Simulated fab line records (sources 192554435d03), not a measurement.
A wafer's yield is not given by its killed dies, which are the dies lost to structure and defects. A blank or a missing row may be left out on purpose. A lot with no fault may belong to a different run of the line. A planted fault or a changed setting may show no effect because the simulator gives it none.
A lot that was struck, set against a sound lot :: flow n5Finfet :: 37 out of 1938 route steps
Sound: these wafers, L731.1, L731.2, L731.6. Struck: wafers L738.5, L738.6 (left out: L738.2, a lot-mate that was not struck); the cause follows at the end.
Per side, at each step with rows, come the tool, then ch with its chambers, and then its first start. Under that, the readings that differ: sound wafers :: struck wafers :: difference of the means :: sigmas: that difference in standard deviations of wafers without a fault.
alike: words and numbers the same on both sides, and readings whose means are apart by under 2 such deviations; not compared: readings that were withheld, readings missing a value for some wafer, numbers with overlapping values and no deviation given by the record, and bounds like >300 which may hide the same value.
A row with sigmas, a row that says differs or no value, or rows on one side alone: a step with any of these is where the two part. When numbers do not overlap yet have no deviation, they are printed without sigmas and do not part them. A reading that every wafer of one side lacks parts them only if that side has two wafers or more.

first, 8 steps without rows for these wafers: N5_BEOL_M0_ECD_118 (material Cu, target thk 300 nm); N5_BEOL_M0_ANNEAL_119 (time 90 s); N5_BEOL_M0_CMP_120 (polishes, stops on SiOC, t overpolish 6.9 s); N5_BEOL_M0_PRE_CLEAN_131 (time 15 s); N5_BEOL_M0_CO_CAP_123 (material Co, precursor CCTBA/H2, target thk 2 nm, time 102.1 s); N5_BEOL_M0_PRE_CLEAN_124 (time 15 s); N5_BEOL_M0_DEP_125 (deposits SiCN from 3MS/NH3, target thk 8 nm, time 14 s); N5_BEOL_M1_ILD_DEP_00 (deposits SiOC from DEMS/O2, target thk 79 nm, time 15.3 s).
N5_BEOL_M1_PECVD_72: deposits SiO2 from TEOS/O2, target thk 16 nm, time 18 s.
  sound on pecvd-01 ch 0, day 6 11:20; struck on pecvd-01 ch 1,2, day 8 13:58
reading: susceptorTempC (C)
sound: 400.21 400.48 400.10
struck: 399.59 400.08
difference: -0.43
sigmas: -2

reading: model.SiO2_of_BEOL_M1_PECVD_72.thkNm (nm)
sound: 16 16.4 16.4
struck: 21.8 21.6
difference: +5.4
sigmas: 
  alike: heaterPowerW, showerheadPlenumPTorr, throttleValvePct
then, 25 steps without rows for these wafers: N5_BEOL_M1_HM_DEP_02 (deposits TiN, target thk 20 nm); N5_BEOL_M1_COAT_61 (time 60 s, resist thk 60 nm); N5_BEOL_M1_COAT_62 (time 60 s, resist thk 12 nm); N5_BEOL_M1_COAT_73 (time 60 s, resist thk 5 nm); N5_BEOL_M1_COAT_05 (resist thk 30 nm); N5_BEOL_M1_EBR_07; N5_BEOL_M1_SOFTBAKE_06 (time 60 s); N5_BEOL_M1_EXPOSE_08 (exposes mask M1); N5_BEOL_M1_PEB_09 (peb time 60 s); N5_BEOL_M1_DEVELOP_10 (develop time 30 s); N5_BEOL_M1_DESCUM_16 (chemistry O2, time 7 s); N5_BEOL_M1_ETCH_74 (etches underlayer in N2/H2, target depth 6.5 nm, time 5.2 s); N5_BEOL_M1_ETCH_63 (etches SiARC in CF4, target depth 15.6 nm, time 26 s); N5_BEOL_M1_ETCH_64 (etches SOC in N2/H2, target depth 75 nm, overetch 15 nm, time 112.5 s); N5_BEOL_M1_STRIP_65 (strips in N2/H2); N5_BEOL_M1_STRIP_75 (strips in N2/H2); N5_BEOL_M1_STRIP_66 (strips in CF4); N5_BEOL_M1_HM_OPEN_17 (chemistry Cl2/BCl3, target TiN, target depth 20 nm, overetch 6 nm); N5_BEOL_M1_STRIP_19 (strips in O2); N5_BEOL_M1_COAT_67 (time 60 s, resist thk 60 nm); N5_BEOL_M1_COAT_68 (time 60 s, resist thk 12 nm); N5_BEOL_M1_COAT_76 (time 60 s, resist thk 5 nm); N5_BEOL_M1_COAT_22 (resist thk 30 nm); N5_BEOL_M1_EBR_24; N5_BEOL_M1_SOFTBAKE_23 (time 60 s).
N5_BEOL_M1_HM_STRIP_39: strips TiN in peroxide tin strip, target depth 25 nm, time 158 s.
  sound on wetBench-01 ch 0,1,6, day 6 23:00; struck on wetBench-04 ch 1,3, day 8 17:31
reading: model.SiO2_of_BEOL_M1_PECVD_72.thkNm (nm)
sound: 16 16.2 16.2
struck: 21.6 21.4
difference: +5.4
sigmas: 
N5_BEOL_M1_CMP_52: polishes, stops on SiOC, t overpolish 6.8 s, target thk 40 nm.
  sound on cmp-04 ch 0,1, day 7 03:11; struck on cmp-01 ch 0,1, day 8 23:18
reading: barrierFieldEndpointS (s)
sound: 24.8 25.6 25.8
struck: 29.7 32.2
difference: +5.6
sigmas: +6
  alike: motorCurrentA
N5_BEOL_M4_RC_MEAS_101:
  sound on prober-02 ch 0, day 8 12:55; struck on prober-01 ch 0, day 10 08:52
  alike: DIBL_N, DIBL_P, IOFF_N, IOFF_P, ION_N, ION_P, SS_N, SS_P, VT_N, VT_P

## WHERE THEY PART
Earliest at N5_BEOL_M1_PECVD_72; latest, in this record, at N5_BEOL_M1_CMP_52. Later steps at which nothing parts them and some readings are alike: N5_BEOL_M4_RC_MEAS_101.

WHY: whatever the simulator had introduced
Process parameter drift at N5_BEOL_M1_PECVD_72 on pecvd-01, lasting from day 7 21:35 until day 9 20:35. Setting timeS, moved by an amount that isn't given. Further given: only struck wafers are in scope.
